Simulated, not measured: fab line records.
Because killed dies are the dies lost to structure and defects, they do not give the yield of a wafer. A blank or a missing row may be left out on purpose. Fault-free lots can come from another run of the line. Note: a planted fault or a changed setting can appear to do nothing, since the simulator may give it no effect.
Matching of chambers ; flow nand_harc ; cmp-01 running NHARC_A_CONTACT_CMP_20: 4 sister chambers
The step polishes, t overpolish 30 s, target thk 300 nm. 4 wafers are shown with their chamber, then 8 later ones without.

## WAFERS PAIRED WITH THEIR CHAMBERS
wafer;chamber;motor_current_A (A)
L084.3;3;13.0
L085.3;0;12.2
L085.5;1;10.5
L089.1;2;12.5

## WAFERS WITH NO CHAMBER GIVEN
wafer;motor_current_A (A)
L089.4;13.3
L089.5;11.0
L092.1;12.0
L092.3;13.3
L092.6;12.4
L094.1;12.5
L094.2;12.4
L094.4;11.5

## WHICH CHAMBER EACH WENT THROUGH
wafer;from the rows above;in truth
L089.4;can't be placed: 3 or 2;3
L089.5;can't be placed: 1 or 0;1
L092.1;can't be placed: 0 or 2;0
L092.3;can't be placed: 3 or 2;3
L092.6;can't be placed: 2 or 0 or 3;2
L094.1;can't be placed: 2 or 0 or 3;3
L094.2;can't be placed: 2 or 0 or 3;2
L094.4;can't be placed: 0 or 1 or 2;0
Correctly placed: 0 of 8. These rows do not allow placing 8 (true chamber among the candidates in 8). 0 placed wrongly.
How it was worked out, from the rows above alone: a wafer's distance from a chamber is the root of the sum, over the readings, of the square of ((its reading less the chamber's mean) divided by the reading's scatter). The wafer belongs to the nearest chamber; if the next one is less than 2 further off, it can't be placed. A chamber's mean is the mean of its shown wafers. The scatter (one wafer shown for each chamber): square how far every hidden wafer sits from the nearest shown wafer, average those squares and take the square root.
